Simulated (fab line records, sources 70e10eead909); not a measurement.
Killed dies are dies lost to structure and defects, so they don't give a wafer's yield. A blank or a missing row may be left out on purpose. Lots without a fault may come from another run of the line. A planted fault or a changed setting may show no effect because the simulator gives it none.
Which tool did it? | flow nand_harc | 13 lots, 39 wafers sampled, at 5 steps of a route of 1159

WHAT THE GAUGES READ, wafer by wafer
NHARC_THIN_TSV_CD_MEAS_16.
lot  | measured     | on        | cd_nm (nm)
L296 | day 18 20:49 | cd_sem-02 | 1000.0 1001.9 1001.3
L300 | day 19 01:53 | cd_sem-02 | 997.9 996.4 994.6
L297 | day 19 08:32 | cd_sem-03 | 1001.6 1004.5 1002.5
L298 | day 19 03:10 | cd_sem-02 | 1001.7 998.7 999.9
L299 | day 19 04:21 | cd_sem-03 | 1001.0 998.5 1004.4
L304 | day 20 06:53 | cd_sem-02 | 1003.5 1003.0 1000.0
L303 | day 21 02:29 | cd_sem-03 | 997.7 1001.9 999.6
L305 | day 21 03:28 | cd_sem-02 | 1002.5 1000.5 1000.8
L315 | day 23 11:35 | cd_sem-02 | 998.5 1000.5 996.8
L313 | day 23 19:01 | cd_sem-02 | 996.5 998.4 999.9
L317 | day 23 20:04 | cd_sem-02 | 1003.1 1003.5 1002.3
L316 | day 24 01:13 | cd_sem-02 | 998.2 1000.9 999.2
L318 | day 24 11:26 | cd_sem-01 | 998.4 1000.7 1001.7

NHARC_END_SORT_01.
lot  | measured     | on        | killed_at_array | killed_at_other | killed_at_periphery | killed_dies | killed_open | killed_short
L313 | day 24 16:02 | prober-02 | 29 50 75        | 1 0 0           | 3 4 6               | 33 54 81    | 3 4 3       | 2 1 0

WHICH TOOL RAN EACH LOT (tool, then ch and the chambers of the sampled wafers, then the start)
lot  | NHARC_A_SLIT_DEP_23             | NHARC_THIN_TSV_STRIP_45              | NHARC_THIN_TSV_CMP_21
L296 | pecvd-04 ch 0,1,2, day 14 14:19 | plasma_asher-01 ch 0,1, day 18 20:55 | cmp-01 ch 0,1,2, day 19 00:10
L300 | pecvd-02 ch 1,2, day 14 22:08   | plasma_asher-02 ch 0,1, day 19 02:13 | cmp-02 ch 0,1,3, day 19 05:32
L297 | pecvd-03 ch 0,1, day 14 22:33   | plasma_asher-01 ch 0,1, day 19 08:40 | cmp-01 ch 1,2,3, day 19 12:00
L298 | pecvd-04 ch 0,1,2, day 14 22:35 | plasma_asher-02 ch 0, day 19 03:17   | cmp-01 ch 1,2,3, day 19 06:43
L299 | pecvd-04 ch 1,2, day 15 04:00   | plasma_asher-02 ch 0,1, day 19 04:28 | cmp-01 ch 0,2,3, day 19 07:43
L304 | pecvd-04 ch 0,1, day 16 07:59   | plasma_asher-02 ch 0,1, day 20 07:01 | cmp-01 ch 0,1,3, day 20 10:23
L303 | pecvd-02 ch 0,2, day 16 19:56   | plasma_asher-02 ch 0,1, day 21 02:37 | cmp-03 ch 1,2,3, day 21 06:01
L305 | pecvd-03 ch 1,2, day 16 20:03   | plasma_asher-01 ch 0,1, day 21 03:36 | cmp-02 ch 0,2,3, day 21 06:49
L315 | pecvd-03 ch 0,1, day 19 02:47   | plasma_asher-01 ch 0,1, day 23 11:40 | cmp-03 ch 0,3, day 23 15:44
L313 | pecvd-02 ch 0,1,2, day 19 07:41 | plasma_asher-02 ch 0,1, day 23 19:08 | cmp-01 ch 1,2,3, day 23 22:29
L317 | pecvd-04 ch 0,1,2, day 19 07:51 | plasma_asher-02 ch 0,1, day 23 20:13 | cmp-01 ch 2,3, day 23 23:27
L316 | pecvd-03 ch 1,2, day 19 09:08   | plasma_asher-02 ch 0,1, day 24 01:18 | cmp-03 ch 1,2,3, day 24 05:25
L318 | pecvd-04 ch 1,2, day 20 04:30   | plasma_asher-01 ch 0,1, day 24 11:31 | cmp-01 ch 0,1, day 24 14:49
- NHARC_A_SLIT_DEP_23: deposits SiON, target thk 100 nm.
- NHARC_THIN_TSV_STRIP_45: strips in O2.
- NHARC_THIN_TSV_CMP_21: polishes, t overpolish 30 s, target thk 2000 nm.

WHAT THE TOOLS THEMSELVES READ (means of the sampled wafers that have a number; where no wafer has one, the mark that the record gives instead)
NHARC_A_SLIT_DEP_23.
lot  | tool     | heater_power_w (W) | showerhead_vpp_V (V)
L296 | pecvd-04 | 724                | 1120
L300 | pecvd-02 | 793                | 1148
L297 | pecvd-03 | 763                | 1146
L298 | pecvd-04 | 692                | 1118
L299 | pecvd-04 | 798                | 1128
L304 | pecvd-04 | 635                | 1102
L303 | pecvd-02 | 810                | 1129
L305 | pecvd-03 | 829                | 1211
L315 | pecvd-03 | 712                | 1167
L313 | pecvd-02 | 848                | 1100
L317 | pecvd-04 | 696                | 1132
L316 | pecvd-03 | 777                | 1187
L318 | pecvd-04 | 707                | 1131

NHARC_THIN_TSV_STRIP_45.
lot  | tool            | drypump_motor_current_A (A) | heater_power_w (W)
L296 | plasma_asher-01 | 5.29                        | 373
L300 | plasma_asher-02 | 5.86                        | 305
L297 | plasma_asher-01 | 5.29                        | 368
L298 | plasma_asher-02 | 5.89                        | 305
L299 | plasma_asher-02 | 5.89                        | 311
L304 | plasma_asher-02 | 5.90                        | 306
L303 | plasma_asher-02 | 5.90                        | 310
L305 | plasma_asher-01 | 5.30                        | 377
L315 | plasma_asher-01 | 5.37                        | 366
L313 | plasma_asher-02 | 5.89                        | 304
L317 | plasma_asher-02 | 5.88                        | 301
L316 | plasma_asher-02 | 5.88                        | 311
L318 | plasma_asher-01 | 5.31                        | 370

NHARC_THIN_TSV_CMP_21.
lot  | tool   | motor_current_A (A) | overpolish_run_s (s)
L296 | cmp-01 | 11.9                | 30.000
L300 | cmp-02 | 11.0                | 30.001
L297 | cmp-01 | 12.3                | 30.006
L298 | cmp-01 | 11.9                | 29.990
L299 | cmp-01 | 12.6                | 30.001
L304 | cmp-01 | 12.1                | 30.009
L303 | cmp-03 | 11.4                | 29.996
L305 | cmp-02 | 11.2                | 29.997
L315 | cmp-03 | 9.8                 | 29.995
L313 | cmp-01 | 12.3                | 29.998
L317 | cmp-01 | 12.8                | 30.003
L316 | cmp-03 | 12.0                | 30.005
L318 | cmp-01 | 11.7                | 29.998

THE ANSWER, worked out from the rows above alone
Rule: what is usual is taken from the lots themselves. Put in order of their means at a reading, lots are off if they are a third of the lots or fewer, leave a main group of 4 or more, and stand apart from it by a gap of 3 or more times the standard deviation of the main group's means; of several such gaps the widest counts. A main group whose means are all the same, to the digits that the tables above print for the reading, isn't used. A lot without any number at a reading at which 4 lots or more have one is off too. The other lots that the step has rows for count as sound. The gauges are gone through in route order, then the tools' own readings, and for those a lot's mean is taken as printed above. The first step at which some lot is off is used, and at that step the reading that is off furthest; a lot without a number counts as furthest.
No lot is off at any reading shown: from this, nothing can be told.

WHAT THE SIMULATOR HAD PUT IN
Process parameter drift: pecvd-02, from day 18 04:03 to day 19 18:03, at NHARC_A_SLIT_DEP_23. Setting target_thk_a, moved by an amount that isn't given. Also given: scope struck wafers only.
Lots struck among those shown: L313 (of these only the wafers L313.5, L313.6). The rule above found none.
